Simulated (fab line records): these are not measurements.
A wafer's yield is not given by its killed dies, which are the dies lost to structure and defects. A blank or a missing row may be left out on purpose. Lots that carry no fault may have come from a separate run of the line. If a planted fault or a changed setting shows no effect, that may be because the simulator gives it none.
What tool caused it? / flow nand_harc / 6 lots, 18 wafers sampled, at 2 steps of a route of 1159

## WHAT THE GAUGES SHOWED, per wafer
NHARC_A_BONDPAD_OVL_MEAS_35.
lot=L149; measured=day 18 10:50; on=overlay-01; overlay_x_nm (nm)=0 1 1
lot=L153; measured=day 18 15:31; on=overlay-01; overlay_x_nm (nm)=6 6 6
lot=L152; measured=day 19 12:49; on=overlay-02; overlay_x_nm (nm)=-9 -9 -9
lot=L167; measured=day 22 21:22; on=overlay-01; overlay_x_nm (nm)=2 2 2
lot=L169; measured=day 23 12:01; on=overlay-02; overlay_x_nm (nm)=10 11 9
lot=L171; measured=day 24 00:52; on=overlay-01; overlay_x_nm (nm)=-6 -5 -5

## TOOL THAT RAN EACH LOT (tool first, then ch and the chambers of the sampled wafers, then the start)
lot=L149; NHARC_A_M1_PRE_CLEAN_30=pvd_sputter-01, day 18 10:50 or earlier
lot=L153; NHARC_A_M1_PRE_CLEAN_30=pvd_sputter-01, day 18 15:31 or earlier
lot=L152; NHARC_A_M1_PRE_CLEAN_30=pvd_sputter-03, day 19 12:49 or earlier
lot=L167; NHARC_A_M1_PRE_CLEAN_30=pvd_sputter-01, day 22 21:22 or earlier
lot=L169; NHARC_A_M1_PRE_CLEAN_30=pvd_sputter-01, day 23 12:01 or earlier
lot=L171; NHARC_A_M1_PRE_CLEAN_30=pvd_sputter-03, day 24 00:52 or earlier
- NHARC_A_M1_PRE_CLEAN_30: time 30 s.

## THE ANSWER, worked out from the rows above alone
Rule: usual is defined by the lots themselves. Put in order of their means at a reading, lots are off if they are a third of the lots or fewer, leave a main group of 4 or more, and stand apart from it by a gap of 3 or more times the standard deviation of the main group's means; of several such gaps the widest counts. If all means in a main group match to the digits the tables above print for the reading, that group is not used. Also off: a lot with no number at a reading for which 4 or more lots have one. All remaining lots with rows at the step are treated as sound.
Nothing can be told from this: no lot is off at any reading shown.

## WHAT THE SIMULATOR HAD PUT IN
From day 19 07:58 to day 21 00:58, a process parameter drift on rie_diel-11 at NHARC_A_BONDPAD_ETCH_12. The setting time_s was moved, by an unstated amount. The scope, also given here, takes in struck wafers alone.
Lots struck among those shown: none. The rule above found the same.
